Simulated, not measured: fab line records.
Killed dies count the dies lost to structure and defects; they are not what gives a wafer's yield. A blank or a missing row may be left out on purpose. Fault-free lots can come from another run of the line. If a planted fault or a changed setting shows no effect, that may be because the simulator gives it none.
Split-lot study ; flow n5_finfet ; route with 1938 steps; 7 lots, 39 wafers read

## THE SPLIT
At N5_DUMMY_GATE_HM_DEP_06 (deposits SiNx from DCS/NH3, target thk 80 nm, time 5141 s), the setting time_s was moved away from the recipe's 5141 s on 30 of the 39 wafers read, by -40.8% to +37.0%. The other wafers ran this setting at the recipe's value.

The reading comes from the split's own step.

## THE READING
SiNx_of_DUMMY_GATE_HM_DEP_06.thk_nm (the simulator's own value, which no gauge read), in nm, at N5_DUMMY_GATE_HM_DEP_06 (deposits SiNx from DCS/NH3, target thk 80 nm, time 5141 s). The file gives no usual value for it. Here, 9 wafers ran the recipe; their average is 79.8 nm with a standard deviation of 1.2 nm.

wafer;tool, chamber at the split;time_s as run, s;against the recipe;SiNx_of_DUMMY_GATE_HM_DEP_06.thk_nm, nm;against lot-mates on the recipe
L076.1;-, -;3277;-36.3%;51.4;no lot-mate on the recipe
L076.4;-, -;3277;-36.3%;51.4;no lot-mate on the recipe
L076.2;-, -;3277;-36.3%;52;no lot-mate on the recipe
L076.3;-, -;3277;-36.3%;51.2;no lot-mate on the recipe
L076.5;-, -;3277;-36.3%;51.2;no lot-mate on the recipe
L076.6;-, -;3277;-36.3%;51.6;no lot-mate on the recipe
L080.3;lpcvd-01, 0/25;5141;recipe;81.4;-
L080.4;lpcvd-01, 0/29;5141;recipe;81;-
L080.5;lpcvd-01, 0/34;5141;recipe;81.8;-
L082.1;-, -;5141;recipe;79.6;-
L082.2;-, -;5141;recipe;79;-
L082.5;-, -;5141;recipe;79;-
L082.6;-, -;5141;recipe;79;-
L082.3;-, -;5141;recipe;78.8;-
L082.4;-, -;5141;recipe;78.8;-
L084.1;-, -;6332;+23.2%;98.6;no lot-mate on the recipe
L084.3;-, -;6332;+23.2%;98.6;no lot-mate on the recipe
L084.4;-, -;6332;+23.2%;98.6;no lot-mate on the recipe
L084.2;-, -;6332;+23.2%;99;no lot-mate on the recipe
L084.5;-, -;6332;+23.2%;98.2;no lot-mate on the recipe
L084.6;-, -;6332;+23.2%;98.8;no lot-mate on the recipe
L085.1;-, -;7043;+37.0%;108.2;no lot-mate on the recipe
L085.2;-, -;7043;+37.0%;107.4;no lot-mate on the recipe
L085.3;-, -;7043;+37.0%;107.4;no lot-mate on the recipe
L085.5;-, -;7043;+37.0%;107.4;no lot-mate on the recipe
L085.4;-, -;7043;+37.0%;107.6;no lot-mate on the recipe
L085.6;-, -;7043;+37.0%;107.8;no lot-mate on the recipe
L088.1;-, -;6366;+23.8%;100;no lot-mate on the recipe
L088.2;-, -;6366;+23.8%;99.6;no lot-mate on the recipe
L088.3;-, -;6366;+23.8%;99.4;no lot-mate on the recipe
L088.4;-, -;6366;+23.8%;99.4;no lot-mate on the recipe
L088.6;-, -;6366;+23.8%;99.4;no lot-mate on the recipe
L088.5;-, -;6366;+23.8%;99.2;no lot-mate on the recipe
L090.1;-, -;3042;-40.8%;46.8;no lot-mate on the recipe
L090.5;-, -;3042;-40.8%;46.8;no lot-mate on the recipe
L090.2;-, -;3042;-40.8%;47.2;no lot-mate on the recipe
L090.6;-, -;3042;-40.8%;47.2;no lot-mate on the recipe
L090.3;-, -;3042;-40.8%;46;no lot-mate on the recipe
L090.4;-, -;3042;-40.8%;46.2;no lot-mate on the recipe

THE FIT
A straight line over all 39 wafers: SiNx_of_DUMMY_GATE_HM_DEP_06.thk_nm changes by +0.791 nm for each +1% of time_s; r = +1.00; the points scatter about the line by 1 nm.
Too few moved wafers have a lot-mate on the recipe to fit a line with each lot's own level taken away.

## THE FILE'S OWN FIT
SiNx_of_DUMMY_GATE_HM_DEP_06.thk_nm changes by +0.791 nm for each +1% of time_s, r = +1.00.
